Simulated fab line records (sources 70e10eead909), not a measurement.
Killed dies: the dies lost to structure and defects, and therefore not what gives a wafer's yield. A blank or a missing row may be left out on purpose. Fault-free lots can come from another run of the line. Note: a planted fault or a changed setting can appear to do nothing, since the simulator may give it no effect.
Problem report, 8D (eight disciplines) form, completed by code || flow nand harc || the parts of the form that need people (team, actions taken, sign-off) are left out

1. THE PROBLEM
cd nm at NHARC_A_BLC_CD_MEAS_10 reads a mean of 45.4 nm on 6 wafers of 2 lots; wafers without a fault read 100.0 nm with a standard deviation of 0.64. Relative to the usual mean, that is a shift of -85 standard deviations.
The step: target cd 100 nm.
First seen on wafer L954.3, day 24 10:29, on cd sem-01. The record holds 42 wafers of 14 lots with a number at this step. Rule for "out" (also "out of limits"): further than 4 standard deviations from the usual mean. All remaining wafers that have a number are taken as sound.

2. WHAT IT IS AND WHAT IT IS NOT
{"question": "which readings at this step", "is": "cd nm", "is not": "-"}
{"question": "which lots", "is": "L953, L954", "is not": "L949, L950, L951, L952, L959, L960, L961, L963, L964, L965, L970, L971"}
{"question": "which wafers of those lots", "is": "all that have a number", "is not": "-"}
{"question": "read on which gauges", "is": "cd sem-01", "is not": "cd sem-02, cd sem-03"}
{"question": "when", "is": "from day 24 10:29", "is not": "up to then (12 sound wafers); but 24 sound wafers of L959, L960, L961, L963, L964, L965, L970, L971 came after"}

3. THE SUSPECTS, EACH WITH WHAT RULES IT OUT
Counting: a tool at a process step up to the reading stays a suspect if it ran every lot that is out and no sound lot after the first of them.
- ruled out: the gauge at NHARC_A_BLC_CD_MEAS_10. All the wafers that are out were read on cd sem-01, but those of them that NHARC_A_BLC_PEB_08 has rows for are out there too, on other tools.
- litho track-01 at NHARC_A_BLC_PEB_08 (peb time 65 s): kept. All lots that are out passed through it, beginning with L954 at day 24 10:24, and no sound lot followed; its final sound lot before that point was L952 at day 24 07:34. Out on those wafers are its own readings of heater power total W, plate temp C.
Remaining after the count: litho track-01 at NHARC_A_BLC_PEB_08.

4. THE CAUSE (what the simulator had put in)
Drift in process parameters on litho track-01 at NHARC_A_BLC_PEB_08, starting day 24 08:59. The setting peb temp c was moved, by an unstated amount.
The count eliminated every tool but this one.

5. THE EFFECT CHAIN, in route order
Rows list readings where the struck wafers' mean (over those with a number) sits beyond 3 standard deviations from the usual. Only readings for which the record gives a usual standard deviation are gone through. hours: the time from each lot's start at the first step in this table that gives one to its start at this step, as a median over the lots. sigmas: the change in usual standard deviations.
{"hours": 0, "step": "NHARC_A_BLC_PEB_08", "reading": "heater power total W", "usual": "156.5 W", "on struck wafers": 132.8, "change": -23.7, "sigmas": -54}
{"hours": 0, "step": "NHARC_A_BLC_PEB_08", "reading": "plate temp C", "usual": "99.99 C", "on struck wafers": 88.83, "change": -11.16, "sigmas": -80}
{"hours": 0, "step": "NHARC_A_BLC_CD_MEAS_10", "reading": "cd nm", "usual": "100.0 nm", "on struck wafers": 45.4, "change": -54.6, "sigmas": -85}
The process steps in it:
- NHARC_A_BLC_PEB_08: peb time 65 s.

6. HOW IT WOULD HAVE BEEN CAUGHT EARLIER
Counted from the fault's start at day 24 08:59, it took 2 hours until the first out-of-limits reading at a measuring or inspecting step in this record, taken at day 24 10:29.
The tool's own readings at NHARC_A_BLC_PEB_08 were out on every struck wafer that the step has a row for (heater power total W, plate temp C): an alarm limit on them would have fired on the first of those.
Lots out: 2; of these, L953 started NHARC_A_BLC_PEB_08 on litho track-01 after day 24 10:29. It would have been spared by a hold on the tool at that moment.
